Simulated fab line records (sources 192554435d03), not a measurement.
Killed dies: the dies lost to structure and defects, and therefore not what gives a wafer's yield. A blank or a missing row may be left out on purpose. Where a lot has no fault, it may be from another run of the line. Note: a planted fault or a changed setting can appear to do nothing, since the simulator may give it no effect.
What tool caused it?    flow n5_finfet    Sampling: 24 lots, 72 wafers, 4 of 1938 route steps

== WHAT THE GAUGES SHOWED, per wafer ==
N5_BEOL_M1_THK_MEAS_53: measures by xrf. Usual: for M1_THK the level is 38.8 nm and the standard deviation is 1.4.
lot   measured      on             M1_THK (nm)     flag
L074  day 6 13:20   film_metro-01  37.4 39.2 40.0  
L075  day 6 16:03   film_metro-01  37.1 38.3 38.9  
L077  day 6 21:25   film_metro-02  37.5 36.9 38.0  
L076  day 6 23:19   film_metro-02  40.2 39.2 39.2  
L078  day 7 10:56   film_metro-02  38.3 39.4 41.7  
L079  day 7 13:10   film_metro-02  37.6 40.0 39.4  
L080  day 7 18:31   film_metro-01  37.5 36.6 40.6  
L081  day 7 23:02   film_metro-01  35.4 37.9 37.5  
L082  day 8 05:20   film_metro-01  39.7 39.6 40.1  
L083  day 8 13:33   film_metro-01  39.3 41.4 42.4  
L086  day 9 05:38   film_metro-02  38.6 38.4 40.9  
L084  day 9 05:43   film_metro-01  38.0 38.4 39.7  
L085  day 9 07:58   film_metro-01  40.2 40.2 40.7  
L087  day 9 19:58   film_metro-02  38.1 39.9 39.5  
L088  day 9 20:57   film_metro-02  37.2 38.9 39.9  
L089  day 10 03:07  film_metro-01  37.1 39.2 38.0  
L090  day 10 09:10  film_metro-02  36.6 38.0 39.2  
L091  day 10 12:35  film_metro-02  36.8 41.7 39.3  
L093  day 11 01:49  film_metro-02  39.2 40.7 39.6  
L092  day 11 07:22  film_metro-02  38.9 39.3 40.1  
L094  day 11 11:02  film_metro-02  38.3 39.0 40.1  
L095  day 12 09:37  film_metro-01  38.0 40.9 38.5  
L096  day 12 14:56  film_metro-02  37.7 39.5 39.4  
L097  day 12 15:16  film_metro-02  37.9 35.9 38.1  

N5_BEOL_M2_CD_MEAS_18: pitch 36 nm, target cd 18 nm. Usual: cd_nm 18.1 nm, standard deviation 0.3.
lot   measured      on         cd_nm (nm)      flag
L074  day 6 18:31   cd_sem-03  18.0 18.6 18.7  
L075  day 6 18:46   cd_sem-01  18.0 18.5 18.1  
L077  day 7 00:02   cd_sem-03  18.3 17.9 17.8  
L076  day 7 01:50   cd_sem-03  17.8 18.3 17.8  
L078  day 7 16:59   cd_sem-01  18.4 17.9 18.2  
L079  day 7 17:11   cd_sem-02  17.9 18.2 18.0  
L080  day 7 20:25   cd_sem-03  17.5 17.9 17.7  
L081  day 8 01:09   cd_sem-01  18.4 18.1 18.4  
L082  day 8 10:11   cd_sem-03  18.3 17.8 18.3  
L083  day 8 15:28   cd_sem-01  18.3 18.5 18.4  
L086  day 9 09:14   cd_sem-02  17.9 17.9 17.6  
L084  day 9 09:01   cd_sem-01  18.1 17.9 18.1  
L085  day 9 11:07   cd_sem-03  17.7 17.9 17.9  
L087  day 9 22:38   cd_sem-03  17.8 18.1 18.3  
L088  day 9 23:30   cd_sem-02  17.9 18.5 18.0  
L089  day 10 05:37  cd_sem-01  18.4 18.2 18.0  
L090  day 10 10:40  cd_sem-03  18.1 18.6 17.8  
L091  day 10 14:14  cd_sem-01  18.2 17.5 17.7  
L093  day 11 04:43  cd_sem-02  17.7 18.2 17.9  
L092  day 11 09:10  cd_sem-01  17.8 17.7 17.9  
L094  day 11 12:47  cd_sem-03  18.1 18.6 18.6  
L095  day 12 12:35  cd_sem-03  17.6 18.0 17.9  
L096  day 12 18:01  cd_sem-02  17.7 18.6 17.8  
L097  day 12 18:26  cd_sem-03  18.4 18.3 17.8  

== WHICH TOOL RAN EACH LOT (tool, then ch and the chambers of the sampled wafers, then the start) ==
lot   N5_BEOL_M1_SPUTTER_92         N5_BEOL_M1_CMP_52
L074  pvd_sputter-02, day 6 11:53   cmp-01 ch 0,1,2, day 6 13:05
L075  pvd_sputter-01, day 6 14:50   cmp-04 ch 0,1,2, day 6 15:48
L077  pvd_sputter-01, day 6 20:11   cmp-01 ch 0,1,2, day 6 21:10
L076  pvd_sputter-01, day 6 22:02   cmp-01 ch 0,1,2, day 6 23:01
L078  pvd_sputter-01, day 7 09:43   cmp-04 ch 2,3, day 7 10:38
L079  pvd_sputter-03, day 7 11:56   cmp-04 ch 1,2, day 7 12:53
L080  pvd_sputter-02, day 7 17:17   cmp-03 ch 0,2, day 7 18:13
L081  pvd_sputter-02, day 7 21:48   cmp-04 ch 2,3, day 7 22:46
L082  pvd_sputter-03, day 8 04:06   cmp-04 ch 0,2, day 8 05:02
L083  pvd_sputter-03, day 8 12:20   cmp-04 ch 2,3, day 8 13:18
L086  pvd_sputter-02, day 9 04:25   cmp-03 ch 1,2,3, day 9 05:23
L084  pvd_sputter-01, day 9 04:29   cmp-04 ch 0,1,2, day 9 05:30
L085  pvd_sputter-01, day 9 06:37   cmp-03 ch 1,2,3, day 9 07:40
L087  pvd_sputter-02, day 9 18:28   cmp-03 ch 0,2,3, day 9 19:45
L088  pvd_sputter-03, day 9 19:23   cmp-03 ch 0,2,3, day 9 20:42
L089  pvd_sputter-03, day 10 01:52  cmp-04 ch 0,2,3, day 10 02:56
L090  pvd_sputter-03, day 10 07:55  cmp-01 ch 0,2,3, day 10 08:59
L091  pvd_sputter-02, day 10 11:22  cmp-04 ch 0,3, day 10 12:17
L093  pvd_sputter-02, day 11 00:36  cmp-01 ch 0,1,3, day 11 01:32
L092  pvd_sputter-01, day 11 06:08  cmp-03 ch 0,1, day 11 07:04
L094  pvd_sputter-03, day 11 09:48  cmp-04 ch 1,2, day 11 10:44
L095  pvd_sputter-02, day 12 08:23  cmp-04 ch 0,2,3, day 12 09:19
L096  pvd_sputter-03, day 12 13:43  cmp-03 ch 0,2,3, day 12 14:43
L097  pvd_sputter-02, day 12 14:02  cmp-03 ch 0,1,3, day 12 15:02
- N5_BEOL_M1_SPUTTER_92: material Cu, target thk 4.5 nm, time 8.29 s.
- N5_BEOL_M1_CMP_52: polishes, stops on SiOC, t overpolish 6.8 s, target thk 40 nm.

== AS READ BY THE TOOLS THEMSELVES (means over the sampled wafers that have a number; for cases with no such wafer, the mark the record gives instead) ==
N5_BEOL_M1_SPUTTER_92. Usual: throttle_valve_pct 30.9 %, standard deviation 0.77.
lot   tool            throttle_valve_pct (%)  flag
L074  pvd_sputter-02  31.1                    
L075  pvd_sputter-01  30.8                    
L077  pvd_sputter-01  31.4                    
L076  pvd_sputter-01  30.7                    
L078  pvd_sputter-01  31.5                    
L079  pvd_sputter-03  30.5                    
L080  pvd_sputter-02  31.4                    
L081  pvd_sputter-02  30.4                    
L082  pvd_sputter-03  30.4                    
L083  pvd_sputter-03  30.5                    
L086  pvd_sputter-02  31.1                    
L084  pvd_sputter-01  31.2                    
L085  pvd_sputter-01  30.9                    
L087  pvd_sputter-02  30.8                    
L088  pvd_sputter-03  30.5                    
L089  pvd_sputter-03  30.2                    
L090  pvd_sputter-03  31.1                    
L091  pvd_sputter-02  31.3                    
L093  pvd_sputter-02  31.2                    
L092  pvd_sputter-01  30.5                    
L094  pvd_sputter-03  30.5                    
L095  pvd_sputter-02  31.5                    
L096  pvd_sputter-03  30.3                    
L097  pvd_sputter-02  30.8                    

N5_BEOL_M1_CMP_52. Usual: barrier_field_endpoint_s 24.4 s, standard deviation 0.54; head_pressure_psi 1.0000 psi, standard deviation 0.0022; motor_current_A 6.0 A, standard deviation 0.45; overpolish_run_s 6.799 s, standard deviation 0.0095; time_to_endpoint_s 60.5 s, standard deviation 2.1.
lot   tool    barrier_field_endpoint_s (s)  head_pressure_psi (psi)  motor_current_A (A)  overpolish_run_s (s)  time_to_endpoint_s (s)  flag
L074  cmp-01  24.5                          0.9997                   6.3                  6.802                 61.9                    
L075  cmp-04  23.9                          1.0014                   6.1                  6.791                 57.7                    
L077  cmp-01  24.2                          1.0004                   6.6                  6.799                 59.4                    
L076  cmp-01  24.2                          1.0015                   6.2                  6.789                 60.8                    
L078  cmp-04  24.0                          0.9994                   6.0                  6.806                 61.1                    
L079  cmp-04  24.5                          1.0006                   6.2                  6.804                 60.2                    
L080  cmp-03  24.1                          1.0007                   5.8                  6.803                 56.2                    
L081  cmp-04  24.3                          1.0018                   6.3                  6.798                 60.2                    
L082  cmp-04  24.3                          0.9996                   6.0                  6.800                 58.7                    
L083  cmp-04  24.5                          0.9991                   6.0                  6.794                 61.9                    
L086  cmp-03  23.7                          0.9999                   5.6                  6.797                 59.6                    
L084  cmp-04  24.5                          1.0005                   5.9                  6.799                 59.2                    
L085  cmp-03  24.4                          1.0010                   5.5                  6.798                 62.9                    
L087  cmp-03  25.2                          1.0013                   5.9                  6.798                 60.9                    
L088  cmp-03  24.3                          1.0007                   6.0                  6.801                 63.4                    
L089  cmp-04  25.2                          1.0002                   6.2                  6.800                 60.7                    
L090  cmp-01  24.9                          1.0017                   6.5                  6.807                 60.5                    
L091  cmp-04  24.9                          0.9999                   6.0                  6.801                 60.5                    
L093  cmp-01  24.4                          0.9962                   6.4                  6.804                 60.4                    
L092  cmp-03  24.7                          1.0029                   6.6                  6.798                 59.5                    
L094  cmp-04  24.7                          0.9996                   6.1                  6.799                 60.3                    
L095  cmp-04  25.3                          0.9987                   5.9                  6.799                 63.4                    
L096  cmp-03  24.4                          0.9980                   5.7                  6.800                 59.7                    
L097  cmp-03  23.8                          0.9981                   6.0                  6.797                 60.9                    

== THE ANSWER, worked out from the rows above alone ==
Rule: a lot counts as off when the mean over its wafers that have a number is more than 3 standard deviations away from the usual mean. Also off: a lot with no number at a reading for which 4 or more lots have one. The other lots that the step has rows for count as sound. The gauges are gone through in route order, then the tools' own readings, and for those a lot's mean is taken as printed above. The first step at which some lot is off is used, and at that step the reading that is off furthest; a lot without a number counts as furthest.
Across all readings shown, no lot is off: no conclusion can be drawn from this.

== WHAT THE SIMULATOR HAD INSERTED ==
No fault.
